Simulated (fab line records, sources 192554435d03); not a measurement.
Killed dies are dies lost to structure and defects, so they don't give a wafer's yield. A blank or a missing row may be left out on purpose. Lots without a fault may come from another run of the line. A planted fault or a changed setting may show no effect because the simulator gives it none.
One fault seen from 2 desks | flow n5_finfet | each desk has only its own numbers; what lay behind them comes last

THE TOOL OWNER'S DESK: ald_sin-03
The tool's own readings at N5_BEOL_M0_SAQP_ALD_48 (deposits SiO2, target thk 20 nm, pulse time 1 s, co reactant pulse time 1 s): means of the sampled wafers that have a number, for each lot that ran on this tool. A lot is out of limits, marked OUT, if its mean lies more than 4 standard deviations from the usual mean; the brackets give that distance.
Columns: A = heater_power_w at N5_BEOL_M0_SAQP_ALD_48, usual 79 W; B = precursor_pulse_height_rel at N5_BEOL_M0_SAQP_ALD_48, usual 1.001
lot  | first seen here | A  | B
L753 | day 7 04:32     | 75 | 0.995
L755 | day 7 18:47     | 78 | 0.984
L756 | day 7 19:22     | 74 | 0.995
This desk's finding: nothing out of limits on any of the 3 lots.

THE METROLOGY DESK
What the gauges read, lot by lot, whatever tool the lot ran on: means of the sampled wafers that have a number. A lot is out of limits, marked OUT, if its mean lies more than 4 standard deviations from the usual mean; the brackets give that distance. Of its 10 readings 7 are shown: those that lie furthest out on some lot.
Columns: A = DIBL_N at N5_BEOL_M4_RC_MEAS_101, usual 36.9 mV/V; B = DIBL_P at N5_BEOL_M4_RC_MEAS_101, usual 37.1 mV/V; C = ION_N at N5_BEOL_M4_RC_MEAS_101, usual 674 uA/um; D = ION_P at N5_BEOL_M4_RC_MEAS_101, usual 463 uA/um; E = SS_N at N5_BEOL_M4_RC_MEAS_101, usual 71.7 mV/dec; F = SS_P at N5_BEOL_M4_RC_MEAS_101, usual 73.5 mV/dec; G = VT_P at N5_BEOL_M4_RC_MEAS_101, usual -250 mV
lot  | first seen here | A    | B    | C   | D   | E    | F    | G
L753 | day 9 17:22     | 36.8 | 38.1 | 685 | 470 | 72.0 | 73.5 | -246
L756 | day 10 13:08    | 36.0 | 37.7 | 677 | 461 | 71.3 | 73.8 | -249
L755 | day 10 20:34    | 34.8 | 37.1 | 672 | 465 | 70.9 | 72.7 | -251
L769 | day 13 14:17    | 36.7 | 34.9 | 679 | 470 | 71.8 | 73.4 | -246
This desk's finding: nothing out of limits on any of the 4 lots.

PUT TOGETHER
The tool owner's desk saw nothing out of limits.
The metrology desk saw nothing out of limits.

WHAT THE SIMULATOR HAD PUT IN
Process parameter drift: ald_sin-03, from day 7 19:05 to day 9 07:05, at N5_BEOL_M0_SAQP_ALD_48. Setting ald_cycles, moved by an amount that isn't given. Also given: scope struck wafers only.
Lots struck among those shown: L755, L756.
